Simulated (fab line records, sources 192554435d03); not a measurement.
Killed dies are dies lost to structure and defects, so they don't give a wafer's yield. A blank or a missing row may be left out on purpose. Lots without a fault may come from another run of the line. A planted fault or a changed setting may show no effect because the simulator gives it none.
Which tool did it? | flow n5_finfet | 24 lots, 72 wafers sampled, at 2 steps of a route of 1938

WHAT THE GAUGES READ, wafer by wafer
N5_BEOL_M1_RS_MEAS_58: measures by four-point-probe. Usual: M1_RS 0.67 ohm/sq, standard deviation 0.04.
lot  | measured     | on            | M1_RS (ohm/sq) | flag
L074 | day 6 16:13  | film_metro-02 | 0.61 0.64 0.62 |
L075 | day 6 18:29  | film_metro-01 | 0.65 0.63 0.65 |
L076 | day 6 18:41  | film_metro-01 | 0.66 0.60 0.65 |
L077 | day 7 06:34  | film_metro-02 | 0.66 0.62 0.64 |
L078 | day 7 13:49  | film_metro-01 | 0.65 0.64 0.61 |
L079 | day 7 14:21  | film_metro-02 | 0.65 0.61 0.67 |
L080 | day 7 20:10  | film_metro-01 | 0.67 0.68 0.64 |
L081 | day 8 04:25  | film_metro-01 | 0.70 0.64 0.62 |
L082 | day 8 12:04  | film_metro-02 | 0.74 0.70 0.65 |
L083 | day 8 18:08  | film_metro-02 | 0.72 0.67 0.66 |
L084 | day 8 19:25  | film_metro-01 | 0.65 0.69 0.67 |
L085 | day 9 11:58  | film_metro-02 | 0.60 0.60 0.59 |
L086 | day 9 12:36  | film_metro-01 | 0.65 0.72 0.63 |
L087 | day 9 18:26  | film_metro-01 | 0.74 0.70 0.69 |
L088 | day 9 20:28  | film_metro-01 | 0.74 0.69 0.69 |
L089 | day 10 04:31 | film_metro-01 | 0.76 0.69 0.64 |
L091 | day 10 12:31 | film_metro-01 | 0.70 0.70 0.68 |
L090 | day 10 13:13 | film_metro-01 | 0.67 0.68 0.61 |
L093 | day 11 04:44 | film_metro-01 | 0.69 0.68 0.63 |
L092 | day 11 16:53 | film_metro-01 | 0.70 0.66 0.65 |
L094 | day 12 02:38 | film_metro-02 | 0.67 0.66 0.69 |
L095 | day 12 03:09 | film_metro-01 | 0.74 0.69 0.61 |
L096 | day 12 06:25 | film_metro-01 | 0.71 0.63 0.65 |
L097 | day 12 12:47 | film_metro-01 | 0.75 0.65 0.68 |

N5_BEOL_M1_INSPECT_59: inspects for defects (darkfield). Usual: raw_defect_count 71, standard deviation 23.
lot  | measured     | on                | raw_defect_count | flag
L074 | day 6 16:14  | defect_inspect-02 | 50 58 32         |
L075 | day 6 18:31  | defect_inspect-02 | 48 82 59         |
L076 | day 6 18:43  | defect_inspect-01 | 89 70 137        |
L077 | day 7 06:35  | defect_inspect-01 | 62 72 52         |
L078 | day 7 13:50  | defect_inspect-01 | 81 106 71        |
L079 | day 7 14:23  | defect_inspect-02 | 117 71 54        |
L080 | day 7 20:12  | defect_inspect-02 | 45 41 34         |
L081 | day 8 04:26  | defect_inspect-01 | 60 59 83         |
L082 | day 8 12:05  | defect_inspect-01 | 70 80 124        |
L083 | day 8 18:10  | defect_inspect-02 | 102 100 143      |
L084 | day 8 19:27  | defect_inspect-02 | 70 71 56         |
L085 | day 9 11:59  | defect_inspect-02 | 82 56 53         |
L086 | day 9 12:45  | defect_inspect-02 | 36 75 78         |
L087 | day 9 18:28  | defect_inspect-02 | 68 63 50         |
L088 | day 9 20:29  | defect_inspect-01 | 55 63 90         |
L089 | day 10 04:32 | defect_inspect-02 | 37 62 76         |
L091 | day 10 12:32 | defect_inspect-02 | 91 62 98         |
L090 | day 10 13:15 | defect_inspect-02 | 61 71 56         |
L093 | day 11 04:46 | defect_inspect-02 | 78 55 63         |
L092 | day 11 16:55 | defect_inspect-01 | 90 79 72         |
L094 | day 12 02:40 | defect_inspect-01 | 88 49 53         |
L095 | day 12 03:11 | defect_inspect-01 | 32 69 53         |
L096 | day 12 06:26 | defect_inspect-02 | 46 91 103        |
L097 | day 12 12:48 | defect_inspect-01 | 80 86 82         |

WHICH TOOL RAN EACH LOT (tool, then ch and the chambers of the sampled wafers, then the start)
The record holds no process step before these readings.

WHAT THE TOOLS THEMSELVES READ (means of the sampled wafers that have a number; where no wafer has one, the mark that the record gives instead)
The record holds no such reading with a usual standard deviation.

THE ANSWER, worked out from the rows above alone
Rule: a lot is off if the mean of its wafers that have a number lies more than 3 standard deviations from the usual mean. A lot without any number at a reading at which 4 lots or more have one is off too. The other lots that the step has rows for count as sound. The gauges are gone through in route order, then the tools' own readings, and for those a lot's mean is taken as printed above. The first step at which some lot is off is used, and at that step the reading that is off furthest; a lot without a number counts as furthest.
No lot is off at any reading shown: from this, nothing can be told.

WHAT THE SIMULATOR HAD PUT IN
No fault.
